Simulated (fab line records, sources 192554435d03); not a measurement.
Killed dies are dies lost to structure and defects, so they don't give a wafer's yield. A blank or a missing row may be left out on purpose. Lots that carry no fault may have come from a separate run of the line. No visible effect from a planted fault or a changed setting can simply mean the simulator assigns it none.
fab line records	flow n5-finfet
[record] lots = 24	wafers = 72	last-day = 19
route steps=1938 shown BEOL_M10@1514 BEOL_M11@1556
lots untouched by any fault: they come from a run of this same line in which no faults occurred
start-h: the number of hours between the record's first day and the start of the first shown wafer of the lot	wait-h: hours elapsed since this lot's preceding step	" unchanged from the row above	L1.1+2: a single row standing in for several wafers	- no value, or no start was given	* or withheld: withheld	< > ~ a bound
route shown NAME@n: a module of which the file shows steps, and the number in the route of the first	usual: the fault-free wafers' mean and standard deviation	same: alike in all rows	chamber/n: place in a boat	sites: each site's reading	_std_site: the standard deviation of these	_edge_site: the outer-site mean with the inner-site mean subtracted	radius-mm: for every site, how far away it sits from the centre of the wafer	mask NAME#n: copy n	behind: the most recent tool/chamber to have shaped the wafer	hold: why the lot went on hold/how many hours it stayed there/how the hold came to an end	device: the n, p or np transistor that did not switch	end of line: at the end of the route, the tests of the same wafers	a step given without rows: its recipe and nothing more	killed: dies that structure and defects cost at the first sort, which is not the same as the wafer's yield	map: dies across one wafer; x = killed, . = not, _ = none there
set.NAME: the setting the step ran with; set.NAME@STEP: the setting that earlier step ran with	model.NAME: the simulator's own value behind a step, which no gauge read
steps of the route over a sample of lots; a table a step, a row a wafer
services: a tool's chamber out of use, with start hour (start-h, from the record's first day; less than 0 if before it), hours out, and reason
[[steps]]
[step N5_BEOL_M10_STRIP_77]
[recipe] chemistry = N2/H2	time-s = 10	power-w = 450	temp-c = 40	pressure-mtorr = 20	rf-frequency-hz = 6e+07	bias-power-w = 7	n2-flow-sccm = 200	h2-flow-sccm = 200
[usual] drypump-motor-current-A = 5.6/0.31	oes-product-au = 0.80/0.089	rf-vpp-V = 59.2/0.89	showerhead-plenum-p-Torr = 2.56/0.068	throttle-valve-pct = 23.7/0.35
[same] time-s = 10
lot.wafer	tool	chamber	start-h	wait-h	drypump-motor-current-A	oes-product-au	rf-hours-counter-h	rf-vpp-V	showerhead-plenum-p-Torr	throttle-valve-pct
L074.1	rie-diel-06	0	-	-	5.9	0.83	87	57.2	2.45	23.2
L074.4	"	2	"	"	5.5	0.80	91	58.8	2.56	23.7
L074.6	"	3	"	"	5.1	0.69	-	59.4	2.64	24.5
L075.2	rie-diel-06	1	-	-	5.6	0.70	242	58.0	2.59	24.0
L075.4	"	2	"	"	5.5	0.82	94	60.6	2.56	23.6
L075.5	"	3	"	"	5.1	0.70	-	58.5	2.64	24.5
L077.1	rie-diel-03	2	-	-	6.3	0.70	223	61.1	2.49	23.3
L077.2	"	1	"	"	5.8	0.75	136	60.3	2.53	23.4
L077.4	"	3	"	"	5.2	0.71	182	59.8	2.54	23.9
L078.1	rie-diel-03	2	-	-	6.2	0.71	224	58.7	2.49	23.3
L078.2	"	1	"	"	5.8	0.77	137	59.6	2.53	23.4
L078.4	"	0	"	"	5.3	0.93	12	60.0	2.57	23.2
L079.1	rie-diel-03	2	-	-	6.3	0.70	227	59.4	2.49	23.3
L079.4	"	0	"	"	5.3	0.91	15	59.7	2.57	23.2
L079.6	"	0	"	"	5.3	0.91	-	58.6	2.57	23.2
L080.2	rie-diel-03	3	-	-	5.1	0.72	190	58.9	2.54	23.9
L080.3	"	0	"	"	5.3	0.90	18	60.2	2.57	23.2
L080.4	"	1	"	"	5.8	0.76	144	58.4	2.53	23.4
L082.3	rie-diel-06	0	-	-	5.9	0.81	97	57.9	2.45	23.2
L082.4	"	2	"	"	5.5	0.80	101	59.1	2.56	23.6
L082.6	"	2	"	"	5.5	0.80	-	59.6	2.56	23.7
L081.3	rie-diel-01	2	-	-	5.7	0.97	1	59.1	2.61	23.9
L081.4	"	0	"	"	5.7	0.82	92	59.7	2.69	23.5
L081.6	"	3	"	"	5.5	0.84	-	59.9	2.47	23.6
L083.2	rie-diel-01	3	-	-	5.5	0.84	84	60.8	2.47	23.6
L083.5	"	0	"	"	5.7	0.80	-	58.7	2.69	23.5
L083.6	"	3	"	"	5.5	0.83	-	59.2	2.47	23.6
L084.1	rie-diel-06	0	-	-	5.9	0.81	107	60.9	2.44	23.2
L084.3	"	3	"	"	5.1	0.69	212	58.7	2.63	24.5
L084.5	"	0	"	"	5.9	0.80	-	59.6	2.44	23.2
L086.1	rie-diel-01	2	-	-	5.7	0.92	14	58.4	2.61	23.9
L086.2	"	0	"	"	5.7	0.79	104	58.7	2.68	23.5
L086.3	"	1	"	"	5.5	0.72	222	59.8	2.63	23.8
L085.2	rie-diel-03	0	-	-	5.3	0.87	33	59.2	2.56	23.3
L085.4	"	2	"	"	6.3	0.68	245	57.6	2.48	23.3
L085.6	"	2	"	"	6.3	0.68	-	58.1	2.48	23.4
L087.1	rie-diel-01	2	-	-	5.7	0.91	16	59.7	2.61	23.9
L087.2	"	0	"	"	5.8	0.80	107	61.0	2.68	23.5
L087.5	"	1	"	"	5.5	0.73	-	58.5	2.63	23.8
L089.1	rie-diel-06	0	-	-	5.9	0.80	112	60.6	2.44	23.2
L089.4	"	1	"	"	5.6	0.95	9	59.9	2.58	23.7
L089.6	"	1	"	"	5.7	0.95	-	60.8	2.58	23.7
L088.1	rie-diel-01	3	-	-	5.5	0.82	94	61.0	2.47	23.6
L088.4	"	2	"	"	5.7	0.90	20	57.9	2.60	24.0
L088.5	"	3	"	"	5.5	0.81	-	59.0	2.47	23.6
L090.1	rie-diel-06	2	-	-	5.5	0.79	119	59.4	2.55	23.7
L090.5	"	1	"	"	5.6	0.95	-	58.5	2.58	23.7
L090.6	"	2	"	"	5.5	0.78	-	58.3	2.55	23.7
L091.1	rie-diel-06	1	-	-	5.6	0.94	15	59.6	2.58	23.7
L091.2	"	3	"	"	5.1	0.68	223	60.5	2.62	24.5
L091.4	"	0	"	"	5.9	0.79	118	58.4	2.44	23.2
L092.2	rie-diel-01	2	-	-	5.7	0.89	26	60.6	2.60	24.0
L092.4	"	3	"	"	5.5	0.81	100	58.2	2.46	23.6
L092.5	"	2	"	"	5.7	0.90	-	57.8	2.60	24.0
L093.2	rie-diel-06	1	-	-	5.6	0.92	17	59.8	2.58	23.7
L093.4	"	0	"	"	5.9	0.79	119	57.4	2.44	23.2
L093.6	"	0	"	"	5.9	0.79	-	59.0	2.44	23.2
L094.4	rie-diel-03	2	-	-	6.3	0.97	-	58.3	2.48	23.2
L094.5	"	0	"	"	5.3	0.83	-	59.8	2.55	23.3
L094.6	"	3	"	"	5.2	0.68	-	59.1	2.52	24.0
L076.2	rie-diel-06	3	-	-	5.1	0.67	237	60.4	2.62	24.5
L076.3	"	2	"	"	5.5	0.76	138	59.5	2.54	23.7
L076.5	"	2	"	"	5.5	0.77	-	59.3	2.54	23.7
L095.1	rie-diel-06	3	-	-	5.1	0.68	239	60.7	2.62	24.5
L095.3	"	0	"	"	5.9	0.78	132	58.7	2.43	23.3
L095.6	"	2	"	"	5.5	0.76	-	60.4	2.54	23.7
L097.1	rie-diel-03	1	-	-	5.8	0.72	189	58.3	2.51	23.5
L097.3	"	2	"	"	6.3	0.95	16	58.1	2.47	23.2
L097.6	"	2	"	"	6.3	0.94	-	58.3	2.47	23.2
L096.1	rie-diel-01	0	-	-	5.7	0.75	140	60.0	2.67	23.6
L096.3	"	2	"	"	5.7	0.85	50	58.5	2.59	24.0
L096.4	"	3	"	"	5.5	0.78	123	58.6	2.45	23.6
[step N5_BEOL_M10_SPUTTER_48]
[recipe] material = Cu	target-thk-a = 120	temp-c = -20	bias-v = 60	power-w = 26000	chamber-pressure-pa = 0.13	time-s = 2
[usual] chuck-sensor-temp-C = -15.9/0.57	susceptor-temp-C = -20.00/0.096	throttle-valve-pct = 29.6/1.3
[same] time-s = 2
lot.wafer	tool	chamber	start-h	wait-h	chuck-sensor-temp-C	susceptor-temp-C	throttle-valve-pct
L074.1	pvd-sputter-02	-	219.64	1.0	-16.4	-20.06	31.5
L074.4	"	-	"	"	-16.1	-20.21	29.7
L074.6	"	-	"	"	-15.7	-20.02	29.6
L075.2	pvd-sputter-03	-	224.00	0.1	-15.4	-20.10	28.2
L075.4	"	-	"	"	-16.7	-19.85	27.4
L075.5	"	-	"	"	-15.5	-20.03	30.5
L077.1	pvd-sputter-01	-	233.14	0.1	-17.1	-20.20	29.6
L077.2	"	-	"	"	-15.1	-20.02	28.4
L077.4	"	-	"	"	-15.7	-19.84	31.6
L078.1	pvd-sputter-02	-	236.55	0.1	-15.7	-19.88	29.8
L078.2	"	-	"	"	-16.1	-19.96	29.9
L078.4	"	-	"	"	-16.4	-19.92	31.2
L079.1	pvd-sputter-03	-	243.92	1.5	-15.5	-19.86	29.0
L079.4	"	-	"	"	-15.3	-20.11	30.6
L079.6	"	-	"	"	-16.7	-19.98	27.1
L080.2	pvd-sputter-03	-	249.10	0.2	-15.4	-19.93	28.1
L080.3	"	-	"	"	-16.8	-19.95	27.5
L080.4	"	-	"	"	-15.2	-19.92	30.8
L082.3	pvd-sputter-02	-	269.83	0.1	-15.7	-19.98	29.6
L082.4	"	-	"	"	-16.1	-19.93	29.3
L082.6	"	-	"	"	-16.2	-20.10	29.7
L081.3	pvd-sputter-03	-	270.37	0.1	-15.2	-19.98	30.5
L081.4	"	-	"	"	-15.4	-20.10	29.0
L081.6	"	-	"	"	-16.8	-19.99	27.5
L083.2	pvd-sputter-01	-	287.36	0.1	-15.7	-19.94	28.9
L083.5	"	-	"	"	-17.1	-20.03	29.3
L083.6	"	-	"	"	-15.1	-19.99	28.5
L084.1	pvd-sputter-01	-	294.45	0.2	-15.6	-20.04	29.0
L084.3	"	-	"	"	-15.1	-20.14	28.3
L084.5	"	-	"	"	-15.9	-20.01	31.7
L086.1	pvd-sputter-03	-	298.37	0.1	-16.8	-20.03	27.4
L086.2	"	-	"	"	-15.5	-20.03	30.7
L086.3	"	-	"	"	-15.4	-19.97	28.2
L085.2	pvd-sputter-02	-	300.00	0.1	-16.2	-19.98	29.6
L085.4	"	-	"	"	-16.3	-19.94	31.3
L085.6	"	-	"	"	-15.9	-19.96	30.0
L087.1	pvd-sputter-01	-	304.47	0.1	-16.0	-20.02	31.3
L087.2	"	-	"	"	-15.1	-19.91	28.5
L087.5	"	-	"	"	-15.8	-20.06	31.5
L089.1	pvd-sputter-01	-	311.10	0.1	-15.8	-19.90	31.8
L089.4	"	-	"	"	-15.2	-20.16	28.4
L089.6	"	-	"	"	-15.8	-19.98	31.4
L088.1	pvd-sputter-03	-	315.18	0.1	-15.3	-19.91	28.0
L088.4	"	-	"	"	-15.3	-19.98	31.0
L088.5	"	-	"	"	-15.5	-19.99	28.1
L090.1	pvd-sputter-03	-	316.52	0.3	-15.3	-19.76	30.6
L090.5	"	-	"	"	-15.3	-19.86	30.6
L090.6	"	-	"	"	-15.3	-20.15	28.9
L091.1	pvd-sputter-02	-	331.04	1.6	-16.0	-20.07	29.9
L091.2	"	-	"	"	-15.8	-19.90	29.7
L091.4	"	-	"	"	-15.9	-19.97	29.8
L092.2	pvd-sputter-02	-	333.64	0.2	-16.4	-19.97	31.5
L092.4	"	-	"	"	-15.9	-20.22	30.0
L092.5	"	-	"	"	-15.6	-20.12	29.6
L093.2	pvd-sputter-03	-	334.55	0.5	-15.3	-20.16	29.0
L093.4	"	-	"	"	-15.2	-20.15	30.7
L093.6	"	-	"	"	-15.2	-20.24	29.0
L094.4	pvd-sputter-01	-	363.33	0.0	-15.5	-19.90	29.0
L094.5	"	-	"	"	-15.9	-19.94	31.5
L094.6	"	-	"	"	-15.6	-19.83	29.2
L076.2	pvd-sputter-01	-	364.69	0.1	-15.8	-20.10	31.6
L076.3	"	-	"	"	-17.0	-19.87	29.6
L076.5	"	-	"	"	-15.8	-19.97	31.8
L095.1	pvd-sputter-02	-	369.33	0.5	-15.8	-20.08	29.6
L095.3	"	-	"	"	-15.9	-19.94	29.8
L095.6	"	-	"	"	-16.5	-19.86	31.5
L097.1	pvd-sputter-01	-	383.71	0.1	-15.1	-19.85	28.4
L097.3	"	-	"	"	-17.1	-19.88	29.4
L097.6	"	-	"	"	-15.3	-20.04	28.3
L096.1	pvd-sputter-01	-	402.89	0.1	-17.0	-19.97	29.6
L096.3	"	-	"	"	-15.6	-19.95	28.7
L096.4	"	-	"	"	-15.8	-20.04	31.7
[step N5_BEOL_M10_DEP_56]
[recipe] material = SiCN	target-thk-a = 150	temp-c = withheld	precursor = 3MS/NH3	pressure-torr = 3	rf-w = 202	time-s = 26.5
[usual] showerhead-plenum-p-Torr = 3.663/0.014	throttle-valve-pct = 8.8/0.47
[same] time-s = 26.5
lot.wafer	tool	chamber	start-h	wait-h	showerhead-plenum-p-Torr	throttle-valve-pct
L074.1	pecvd-01	2	220.52	0.0	3.644	8.0
L074.4	"	2	"	"	3.646	8.5
L074.6	"	1	"	"	3.661	9.1
L075.2	pecvd-04	2	224.90	0.0	3.659	8.5
L075.4	"	2	"	"	3.664	8.4
L075.5	"	0	"	"	3.668	9.2
L077.1	pecvd-03	1	234.38	0.1	3.668	8.8
L077.2	"	1	"	"	3.663	8.7
L077.4	"	1	"	"	3.667	8.7
L078.1	pecvd-03	1	237.54	0.0	3.673	8.8
L078.2	"	2	"	"	3.651	7.9
L078.4	"	1	"	"	3.664	9.0
L079.1	pecvd-01	1	244.83	0.0	3.663	9.3
L079.4	"	2	"	"	3.645	8.2
L079.6	"	1	"	"	3.655	9.1
L080.2	pecvd-01	2	250.14	0.0	3.650	8.7
L080.3	"	0	"	"	3.684	9.3
L080.4	"	2	"	"	3.650	8.1
L082.3	pecvd-01	1	270.71	0.0	3.669	9.1
L082.4	"	2	"	"	3.639	8.3
L082.6	"	1	"	"	3.659	9.2
L081.3	pecvd-01	0	271.45	0.0	3.690	9.1
L081.4	"	2	"	"	3.638	8.1
L081.6	"	1	"	"	3.664	9.4
L083.2	pecvd-04	0	288.25	0.0	3.660	9.1
L083.5	"	1	"	"	3.671	8.5
L083.6	"	2	"	"	3.660	8.4
L084.1	pecvd-01	1	295.77	0.0	3.660	9.1
L084.3	"	0	"	"	3.691	9.3
L084.5	"	0	"	"	3.687	9.4
L086.1	pecvd-01	0	299.52	0.0	3.695	9.8
L086.2	"	1	"	"	3.668	9.1
L086.3	"	2	"	"	3.655	8.0
L085.2	pecvd-01	2	301.01	0.0	3.652	8.2
L085.4	"	2	"	"	3.637	8.3
L085.6	"	0	"	"	3.683	9.2
L087.1	pecvd-03	0	305.55	0.0	3.656	9.4
L087.2	"	1	"	"	3.667	8.4
L087.5	"	0	"	"	3.660	9.7
L089.1	pecvd-04	0	312.44	0.0	3.663	9.0
L089.4	"	1	"	"	3.672	8.7
L089.6	"	0	"	"	3.658	8.8
L088.1	pecvd-04	2	316.14	0.0	3.658	8.3
L088.4	"	1	"	"	3.661	8.8
L088.5	"	2	"	"	3.666	8.5
L090.1	pecvd-01	0	317.67	0.0	3.692	9.4
L090.5	"	2	"	"	3.650	8.1
L090.6	"	1	"	"	3.663	9.3
L091.1	pecvd-04	0	332.00	0.0	3.669	9.3
L091.2	"	2	"	"	3.667	8.6
L091.4	"	0	"	"	3.661	8.9
L092.2	pecvd-01	0	334.53	0.0	3.689	9.5
L092.4	"	0	"	"	3.683	9.2
L092.5	"	1	"	"	3.657	9.2
L093.2	pecvd-01	0	335.61	0.0	3.697	9.4
L093.4	"	0	"	"	3.692	9.2
L093.6	"	2	"	"	3.649	8.3
L094.4	pecvd-03	2	364.25	0.0	3.647	8.2
L094.5	"	2	"	"	3.648	8.1
L094.6	"	1	"	"	3.655	8.8
L076.2	pecvd-03	2	366.36	0.0	3.654	8.1
L076.3	"	1	"	"	3.663	8.8
L076.5	"	1	"	"	3.662	8.8
L095.1	pecvd-04	1	370.38	0.0	3.668	8.6
L095.3	"	1	"	"	3.654	8.7
L095.6	"	1	"	"	3.674	8.7
L097.1	pecvd-03	2	384.59	0.0	3.642	8.1
L097.3	"	1	"	"	3.666	8.7
L097.6	"	2	"	"	3.647	8.2
L096.1	pecvd-04	1	404.32	0.0	3.665	8.8
L096.3	"	2	"	"	3.656	8.7
L096.4	"	1	"	"	3.671	9.0
[step N5_BEOL_M11_STRIP_67]
[recipe] chemistry = CF4	resist = SiARC	power-w = 300	bias-power-w = 75	pressure-mtorr = 50	cf4-flow-sccm = 150	rf-frequency-hz = 6e+07
[usual] drypump-motor-current-A = 5.5/0.39	oes-product-au = 0.79/0.071	power-w = 300.0/0.9	rf-vpp-V = 271.5/1.5	showerhead-plenum-p-Torr = 1.81/0.054	throttle-valve-pct = 13.70/0.12
lot.wafer	tool	chamber	start-h	wait-h	drypump-motor-current-A	oes-product-au	power-w	rf-hours-counter-h	rf-vpp-V	showerhead-plenum-p-Torr	throttle-valve-pct
L074.1	rie-diel-04	3	224.14	0.0	5.4	0.67	298.3	242	271.1	1.77	14.00
L074.4	"	0	"	"	5.4	0.73	300.6	-	272.8	1.86	13.58
L074.6	"	2	"	"	4.9	0.90	299.9	-	273.4	1.83	13.58
L075.2	rie-diel-05	0	227.40	0.0	5.0	0.94	300.7	7	272.3	1.82	13.57
L075.4	"	3	"	"	5.4	0.74	299.8	191	269.0	1.73	13.71
L075.5	"	2	"	"	5.7	0.74	298.3	-	271.0	1.71	13.82
L077.1	rie-diel-05	1	237.55	0.0	6.2	0.80	299.9	101	271.3	1.81	13.65
L077.2	"	3	"	"	5.4	0.73	300.2	194	269.3	1.73	13.72
L077.4	"	0	"	"	5.0	0.93	300.9	10	273.2	1.82	13.56
L078.1	rie-diel-02	1	241.01	0.0	6.0	0.86	301.3	61	272.8	1.81	13.75
L078.2	"	0	"	"	5.5	0.77	300.1	123	272.4	1.82	13.73
L078.4	"	2	"	"	5.7	0.73	300.6	171	273.0	1.85	13.64
L079.1	rie-diel-02	0	248.49	0.0	5.6	0.77	301.1	125	272.0	1.82	13.74
L079.4	"	2	"	"	5.7	0.74	297.4	173	273.3	1.85	13.63
L079.6	"	2	"	"	5.7	0.73	299.5	-	271.8	1.85	13.66
L080.2	rie-diel-02	3	252.47	0.0	5.7	0.87	300.0	34	273.5	1.91	13.46
L080.3	"	2	"	"	5.7	0.74	298.9	175	271.6	1.85	13.65
L080.4	"	0	"	"	5.6	0.77	298.5	126	272.3	1.82	13.74
L082.3	rie-diel-02	3	275.09	0.0	5.7	0.88	299.3	39	274.8	1.91	13.47
L082.4	"	2	"	"	5.7	0.73	300.4	180	272.4	1.85	13.67
L082.6	"	0	"	"	5.6	0.76	300.0	-	269.1	1.82	13.75
L081.3	rie-diel-02	0	275.34	0.0	5.5	0.76	299.7	132	273.4	1.82	13.74
L081.4	"	3	"	"	5.7	0.88	299.8	39	274.5	1.91	13.47
L081.6	"	2	"	"	5.8	0.73	300.0	-	272.1	1.85	13.64
L083.2	rie-diel-02	2	292.39	0.0	5.7	0.72	300.0	186	273.5	1.85	13.67
L083.5	"	0	"	"	5.6	0.76	299.5	-	269.4	1.81	13.77
L083.6	"	3	"	"	5.7	0.87	300.0	-	274.8	1.91	13.49
L084.1	rie-diel-02	1	297.56	0.0	6.0	0.83	301.2	77	271.9	1.80	13.78
L084.3	"	0	"	"	5.6	0.76	299.8	138	270.7	1.81	13.79
L084.5	"	0	"	"	5.5	0.75	301.0	-	269.8	1.81	13.76
L086.1	rie-diel-05	3	301.17	0.0	5.4	0.72	299.0	207	269.8	1.72	13.74
L086.2	"	0	"	"	5.0	0.89	299.0	27	272.8	1.82	13.61
L086.3	"	1	"	"	6.2	0.78	300.6	120	271.5	1.80	13.69
L085.2	rie-diel-04	3	303.67	0.0	5.4	0.93	300.7	10	272.1	1.76	13.47
L085.4	"	1	"	"	5.0	0.74	299.2	175	271.6	1.87	13.77
L085.6	"	2	"	"	4.9	0.85	299.1	-	271.9	1.82	13.64
L087.1	rie-diel-04	1	308.70	0.0	5.0	0.73	300.3	176	272.8	1.87	13.76
L087.2	"	3	"	"	5.3	0.93	301.4	12	268.4	1.76	13.48
L087.5	"	2	"	"	4.9	0.84	299.6	-	271.0	1.82	13.65
L089.1	rie-diel-04	3	314.81	0.0	5.3	0.92	299.4	14	268.3	1.76	13.48
L089.4	"	1	"	"	5.0	0.74	300.7	179	271.1	1.87	13.77
L089.6	"	2	"	"	5.0	0.85	299.9	-	271.6	1.82	13.64
L088.1	rie-diel-05	3	318.39	0.0	5.3	0.72	300.4	212	269.1	1.72	13.76
L088.4	"	2	"	"	5.7	0.72	300.8	197	271.4	1.71	13.87
L088.5	"	0	"	"	4.9	0.89	300.2	-	272.0	1.82	13.64
L090.1	rie-diel-02	3	320.27	0.0	5.7	0.86	300.1	50	273.9	1.90	13.48
L090.5	"	1	"	"	6.1	0.83	298.8	-	271.4	1.80	13.80
L090.6	"	0	"	"	5.5	0.75	301.2	-	271.0	1.81	13.80
L091.1	rie-diel-04	1	335.94	0.0	5.0	0.73	299.9	186	272.6	1.87	13.79
L091.2	"	2	"	"	5.0	0.83	301.1	56	272.4	1.82	13.66
L091.4	"	2	"	"	4.9	0.84	300.3	-	271.6	1.82	13.66
L092.2	rie-diel-04	2	338.73	0.0	5.0	0.83	298.6	57	272.7	1.82	13.67
L092.4	"	1	"	"	5.0	0.73	300.2	-	273.5	1.87	13.80
L092.5	"	2	"	"	5.0	0.84	298.5	-	271.4	1.82	13.66
L093.2	rie-diel-05	2	338.89	0.0	5.6	0.72	299.4	203	267.8	1.70	13.90
L093.4	"	3	"	"	5.4	0.71	302.2	219	268.8	1.72	13.77
L093.6	"	2	"	"	5.7	0.72	300.0	-	269.1	1.70	13.90
L094.4	rie-diel-02	2	367.35	0.0	5.7	0.70	299.9	210	271.1	1.84	13.73
L094.5	"	2	"	"	5.7	0.71	299.2	-	272.4	1.84	13.72
L094.6	"	1	"	"	6.0	0.82	300.4	-	271.9	1.80	13.82
L076.2	rie-diel-05	2	368.44	0.0	5.7	0.70	299.0	212	269.9	1.70	13.91
L076.3	"	1	"	"	6.1	0.77	299.2	139	272.7	1.80	13.74
L076.5	"	2	"	"	5.7	0.71	299.4	-	269.6	1.70	13.92
L095.1	rie-diel-05	1	374.35	0.0	6.2	0.76	301.0	140	271.8	1.80	13.74
L095.3	"	0	"	"	4.9	0.86	299.5	47	270.7	1.81	13.68
L095.6	"	1	"	"	6.2	0.76	301.2	-	270.9	1.80	13.73
L097.1	rie-diel-05	1	388.25	0.0	6.2	0.76	299.6	145	270.6	1.80	13.74
L097.3	"	2	"	"	5.7	0.71	299.2	219	268.9	1.70	13.93
L097.6	"	1	"	"	6.2	0.75	300.4	-	273.2	1.80	13.77
L096.1	rie-diel-02	3	406.90	0.0	5.7	0.83	300.8	74	273.0	1.90	13.55
L096.3	"	2	"	"	5.7	0.70	300.1	221	272.4	1.84	13.78
L096.4	"	0	"	"	5.6	0.73	298.4	167	271.8	1.81	13.83
[step N5_BEOL_M11_DEGAS_44]
[recipe] ambient = vacuum	temp-c = 250	time-s = 60
[usual] heater-power-w = 322/25	susceptor-temp-C = 250.00/0.19
[same] time-s = 60
lot.wafer	tool	chamber	start-h	wait-h	heater-power-w	susceptor-temp-C
L074.1	pvd-sputter-03	-	226.22	0.5	272	250.06
L074.4	"	-	"	"	358	249.94
L074.6	"	-	"	"	266	249.98
L075.2	pvd-sputter-03	-	232.29	0.2	274	249.84
L075.4	"	-	"	"	318	249.62
L075.5	"	-	"	"	338	249.82
L077.1	pvd-sputter-01	-	241.22	0.4	356	249.92
L077.2	"	-	"	"	322	250.05
L077.4	"	-	"	"	300	250.22
L078.1	pvd-sputter-01	-	244.83	0.3	326	249.91
L078.2	"	-	"	"	298	250.21
L078.4	"	-	"	"	301	249.90
L079.1	pvd-sputter-02	-	252.29	0.5	305	250.21
L079.4	"	-	"	"	333	249.73
L079.6	"	-	"	"	310	250.01
L080.2	pvd-sputter-03	-	264.95	0.3	356	249.99
L080.3	"	-	"	"	327	249.92
L080.4	"	-	"	"	263	249.92
L082.3	pvd-sputter-02	-	277.69	0.3	313	250.10
L082.4	"	-	"	"	334	250.03
L082.6	"	-	"	"	341	250.30
L081.3	pvd-sputter-01	-	278.73	0.4	347	250.04
L081.4	"	-	"	"	299	250.07
L081.6	"	-	"	"	332	249.70
L083.2	pvd-sputter-02	-	296.42	2.3	332	250.23
L083.5	"	-	"	"	323	250.36
L083.6	"	-	"	"	334	249.92
L084.1	pvd-sputter-03	-	299.53	0.4	275	250.29
L084.3	"	-	"	"	339	249.87
L084.5	"	-	"	"	358	250.09
L086.1	pvd-sputter-01	-	303.45	0.6	325	250.22
L086.2	"	-	"	"	309	250.00
L086.3	"	-	"	"	301	249.75
L085.2	pvd-sputter-01	-	307.89	0.7	300	250.25
L085.4	"	-	"	"	301	250.29
L085.6	"	-	"	"	362	250.40
L087.1	pvd-sputter-01	-	311.38	0.3	359	250.24
L087.2	"	-	"	"	307	250.31
L087.5	"	-	"	"	324	249.70
L089.1	pvd-sputter-03	-	317.46	0.6	339	250.24
L089.4	"	-	"	"	271	250.00
L089.6	"	-	"	"	329	250.03
L088.1	pvd-sputter-02	-	321.02	0.7	343	249.88
L088.4	"	-	"	"	313	249.66
L088.5	"	-	"	"	331	250.36
L090.1	pvd-sputter-03	-	325.48	0.3	269	250.21
L090.5	"	-	"	"	328	249.94
L090.6	"	-	"	"	262	250.42
L091.1	pvd-sputter-02	-	338.59	0.3	313	249.90
L091.2	"	-	"	"	344	250.01
L091.4	"	-	"	"	311	250.15
L092.2	pvd-sputter-02	-	341.23	0.3	342	250.06
L092.4	"	-	"	"	346	249.84
L092.5	"	-	"	"	333	250.02
L093.2	pvd-sputter-01	-	341.76	0.5	306	250.14
L093.4	"	-	"	"	326	249.95
L093.6	"	-	"	"	299	250.12
L094.4	pvd-sputter-02	-	370.21	0.5	316	249.79
L094.5	"	-	"	"	305	249.82
L094.6	"	-	"	"	302	249.79
L076.2	pvd-sputter-02	-	370.63	0.3	299	249.85
L076.3	"	-	"	"	339	250.08
L076.5	"	-	"	"	311	250.29
L095.1	pvd-sputter-01	-	377.82	1.7	358	249.86
L095.3	"	-	"	"	296	250.00
L095.6	"	-	"	"	329	249.95
L097.1	pvd-sputter-03	-	390.31	0.4	360	249.95
L097.3	"	-	"	"	320	249.72
L097.6	"	-	"	"	358	249.70
L096.1	pvd-sputter-03	-	409.71	0.3	270	249.80
L096.3	"	-	"	"	318	249.97
L096.4	"	-	"	"	344	249.81
[step N5_BEOL_M11_THK_MEAS_53]
[recipe] thk-meas-gauge = xrf	reads = Cu_of_BEOL_M11_ECD_50
[usual] M11_THK = 138/3.2
lot.wafer	tool	chamber	start-h	wait-h	M11_THK[nm]
L074.1	film-metro-02	-	227.73	-	140
L074.4	"	-	"	"	138
L074.6	"	-	"	"	135
L075.2	film-metro-02	-	234.22	-	143
L075.4	"	-	"	"	141
L075.5	"	-	"	"	142
L077.1	film-metro-02	-	242.99	-	134
L077.2	"	-	"	"	134
L077.4	"	-	"	"	138
L078.1	film-metro-01	-	247.73	-	137
L078.2	"	-	"	"	141
L078.4	"	-	"	"	130
L079.1	film-metro-01	-	257.42	-	140
L079.4	"	-	"	"	140
L079.6	"	-	"	"	141
L080.2	film-metro-01	-	266.82	-	139
L080.3	"	-	"	"	142
L080.4	"	-	"	"	138
L082.3	film-metro-01	-	279.45	-	138
L082.4	"	-	"	"	140
L082.6	"	-	"	"	137
L081.3	film-metro-01	-	280.26	-	133
L081.4	"	-	"	"	137
L081.6	"	-	"	"	139
L083.2	film-metro-01	-	297.85	-	130
L083.5	"	-	"	"	127
L083.6	"	-	"	"	134
L084.1	film-metro-01	-	301.22	-	136
L084.3	"	-	"	"	140
L084.5	"	-	"	"	135
L086.1	film-metro-01	-	305.28	-	140
L086.2	"	-	"	"	139
L086.3	"	-	"	"	136
L085.2	film-metro-02	-	309.59	-	139
L085.4	"	-	"	"	139
L085.6	"	-	"	"	136
L087.1	film-metro-02	-	314.46	-	137
L087.2	"	-	"	"	137
L087.5	"	-	"	"	138
L089.1	film-metro-01	-	319.80	-	134
L089.4	"	-	"	"	135
L089.6	"	-	"	"	137
L088.1	film-metro-02	-	323.82	-	137
L088.4	"	-	"	"	139
L088.5	"	-	"	"	137
L090.1	film-metro-01	-	328.76	-	129
L090.5	"	-	"	"	136
L090.6	"	-	"	"	138
L091.1	film-metro-01	-	341.26	-	135
L091.2	"	-	"	"	136
L091.4	"	-	"	"	142
L092.2	film-metro-01	-	342.98	-	140
L092.4	"	-	"	"	138
L092.5	"	-	"	"	140
L093.2	film-metro-02	-	343.38	-	141
L093.4	"	-	"	"	142
L093.6	"	-	"	"	142
L094.4	film-metro-02	-	371.67	-	135
L094.5	"	-	"	"	136
L094.6	"	-	"	"	139
L076.2	film-metro-02	-	374.41	-	139
L076.3	"	-	"	"	137
L076.5	"	-	"	"	141
L095.1	film-metro-02	-	380.03	-	133
L095.3	"	-	"	"	137
L095.6	"	-	"	"	134
L097.1	film-metro-02	-	393.72	-	127
L097.3	"	-	"	"	135
L097.6	"	-	"	"	139
L096.1	film-metro-01	-	412.23	-	143
L096.3	"	-	"	"	139
L096.4	"	-	"	"	137
[[services]]
tool	chamber	start-h	hours	kind
rie-diel-01	0	198.22	3.0	repair
rie-diel-05	1	213.02	4.7	repair
rie-diel-04	1	214.95	6.7	repair
rie-diel-04	1	222.61	13.5	repair
rie-diel-05	1	230.47	5.5	repair
rie-diel-02	1	230.65	2.4	repair
pecvd-03	0	230.99	13.4	repair
rie-diel-06	-	232.17	14.6	pm
pecvd-01	2	237.14	7.1	repair
rie-diel-05	3	263.47	13.5	repair
rie-diel-03	2	263.59	3.8	repair
pecvd-04	-	285.39	1.9	repair
pecvd-01	-	286.63	6.0	pm
rie-diel-02	3	294.20	9.6	repair
pvd-sputter-02	-	302.85	7.1	repair
rie-diel-03	0	317.64	4.0	repair
pvd-sputter-01	-	320.59	12.8	repair
rie-diel-01	1	338.06	3.9	repair
rie-diel-03	1	354.52	4.8	repair
rie-diel-03	-	372.66	0.1	repair
rie-diel-02	0	375.55	2.3	repair
rie-diel-05	2	392.86	3.8	repair
rie-diel-06	3	400.20	6.6	repair
pvd-sputter-02	-	406.65	1.3	repair
[[key]]
fault none
